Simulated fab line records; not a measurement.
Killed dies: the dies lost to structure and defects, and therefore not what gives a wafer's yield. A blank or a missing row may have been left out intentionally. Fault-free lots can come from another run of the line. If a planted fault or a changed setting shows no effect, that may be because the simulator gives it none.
Chamber matching / flow n5_finfet / rie_diel-04 running N5_GATE_CUT_ETCH_37: 4 sister chambers
The step etches SOC in N2/H2, target depth 60 nm, overetch 12 nm, time 90 s. 18 wafers are shown with their chamber, then 9 later ones without.

== WAFERS WITH THEIR CHAMBER ==
wafer=L074.1; chamber=3; showerhead_plenum_p_Torr (Torr)=2.56; throttle_valve_pct (%)=17.71; oes_product_au (a.u.)=0.72
wafer=L074.2; chamber=1; showerhead_plenum_p_Torr (Torr)=2.64; throttle_valve_pct (%)=17.95; oes_product_au (a.u.)=0.64
wafer=L074.5; chamber=3; showerhead_plenum_p_Torr (Torr)=2.57; throttle_valve_pct (%)=17.72; oes_product_au (a.u.)=0.72
wafer=L078.4; chamber=2; showerhead_plenum_p_Torr (Torr)=2.47; throttle_valve_pct (%)=17.89; oes_product_au (a.u.)=0.74
wafer=L078.5; chamber=0; showerhead_plenum_p_Torr (Torr)=2.51; throttle_valve_pct (%)=18.30; oes_product_au (a.u.)=0.61
wafer=L078.6; chamber=1; showerhead_plenum_p_Torr (Torr)=2.63; throttle_valve_pct (%)=17.96; oes_product_au (a.u.)=0.63
wafer=L080.1; chamber=3; showerhead_plenum_p_Torr (Torr)=2.56; throttle_valve_pct (%)=17.74; oes_product_au (a.u.)=0.72
wafer=L080.4; chamber=0; showerhead_plenum_p_Torr (Torr)=2.51; throttle_valve_pct (%)=18.30; oes_product_au (a.u.)=0.61
wafer=L080.5; chamber=0; showerhead_plenum_p_Torr (Torr)=2.51; throttle_valve_pct (%)=18.29; oes_product_au (a.u.)=0.61
wafer=L082.1; chamber=2; showerhead_plenum_p_Torr (Torr)=2.47; throttle_valve_pct (%)=17.91; oes_product_au (a.u.)=0.75
wafer=L082.3; chamber=1; showerhead_plenum_p_Torr (Torr)=2.63; throttle_valve_pct (%)=17.95; oes_product_au (a.u.)=0.62
wafer=L082.5; chamber=1; showerhead_plenum_p_Torr (Torr)=2.63; throttle_valve_pct (%)=17.98; oes_product_au (a.u.)=0.62
wafer=L089.2; chamber=2; showerhead_plenum_p_Torr (Torr)=2.46; throttle_valve_pct (%)=17.92; oes_product_au (a.u.)=0.73
wafer=L089.3; chamber=1; showerhead_plenum_p_Torr (Torr)=2.62; throttle_valve_pct (%)=18.00; oes_product_au (a.u.)=0.62
wafer=L089.6; chamber=2; showerhead_plenum_p_Torr (Torr)=2.46; throttle_valve_pct (%)=17.92; oes_product_au (a.u.)=0.73
wafer=L090.1; chamber=1; showerhead_plenum_p_Torr (Torr)=2.62; throttle_valve_pct (%)=17.98; oes_product_au (a.u.)=0.61
wafer=L090.2; chamber=2; showerhead_plenum_p_Torr (Torr)=2.46; throttle_valve_pct (%)=17.95; oes_product_au (a.u.)=0.73
wafer=L090.6; chamber=2; showerhead_plenum_p_Torr (Torr)=2.46; throttle_valve_pct (%)=17.95; oes_product_au (a.u.)=0.73

SIGNATURES, as means of the wafers listed above
reading=showerhead_plenum_p_Torr; chamber 0=2.5100; chamber 1=2.6283; chamber 2=2.4633; chamber 3=2.5633; scatter within a chamber=0.00588
reading=throttle_valve_pct; chamber 0=18.2967; chamber 1=17.9700; chamber 2=17.9233; chamber 3=17.7233; scatter within a chamber=0.0194
reading=oes_product_au; chamber 0=0.6100; chamber 1=0.6233; chamber 2=0.7350; chamber 3=0.7200; scatter within a chamber=0.00794
Rule: a wafer lies at a distance from a chamber equal to the root of the sum of squares, over the readings, of (its reading less the chamber's mean, divided by the reading's scatter). If the next closest chamber is less than 2 further off than the closest, the wafer can't be placed; otherwise it belongs to the closest. The scatter: the root of (the sum of the squares of (reading less its chamber's mean) over the shown wafers, divided by (wafers less chambers)).

== WAFERS WHOSE CHAMBER IS MISSING ==
wafer=L095.2; showerhead_plenum_p_Torr (Torr)=2.62; throttle_valve_pct (%)=18.02; oes_product_au (a.u.)=0.61
wafer=L095.5; showerhead_plenum_p_Torr (Torr)=2.50; throttle_valve_pct (%)=17.94; oes_product_au (a.u.)=0.83
wafer=L095.6; showerhead_plenum_p_Torr (Torr)=2.62; throttle_valve_pct (%)=18.00; oes_product_au (a.u.)=0.61
wafer=L096.1; showerhead_plenum_p_Torr (Torr)=2.46; throttle_valve_pct (%)=17.96; oes_product_au (a.u.)=0.72
wafer=L096.2; showerhead_plenum_p_Torr (Torr)=2.50; throttle_valve_pct (%)=17.93; oes_product_au (a.u.)=0.83
wafer=L096.3; showerhead_plenum_p_Torr (Torr)=2.62; throttle_valve_pct (%)=18.01; oes_product_au (a.u.)=0.61
wafer=L097.1; showerhead_plenum_p_Torr (Torr)=2.50; throttle_valve_pct (%)=17.93; oes_product_au (a.u.)=0.82
wafer=L097.2; showerhead_plenum_p_Torr (Torr)=2.55; throttle_valve_pct (%)=17.80; oes_product_au (a.u.)=0.70
wafer=L097.4; showerhead_plenum_p_Torr (Torr)=2.45; throttle_valve_pct (%)=17.94; oes_product_au (a.u.)=0.72

== THE CHAMBER EACH PASSED THROUGH ==
wafer=L095.2; from the rows above=1; in truth=1
wafer=L095.5; from the rows above=2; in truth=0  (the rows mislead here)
wafer=L095.6; from the rows above=1; in truth=1
wafer=L096.1; from the rows above=2; in truth=2
wafer=L096.2; from the rows above=2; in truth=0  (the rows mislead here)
wafer=L096.3; from the rows above=1; in truth=1
wafer=L097.1; from the rows above=2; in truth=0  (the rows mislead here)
wafer=L097.2; from the rows above=3; in truth=3
wafer=L097.4; from the rows above=2; in truth=2
Correctly placed: 6 of 9. Number that these rows cannot place: 0. Number placed wrongly: 3.
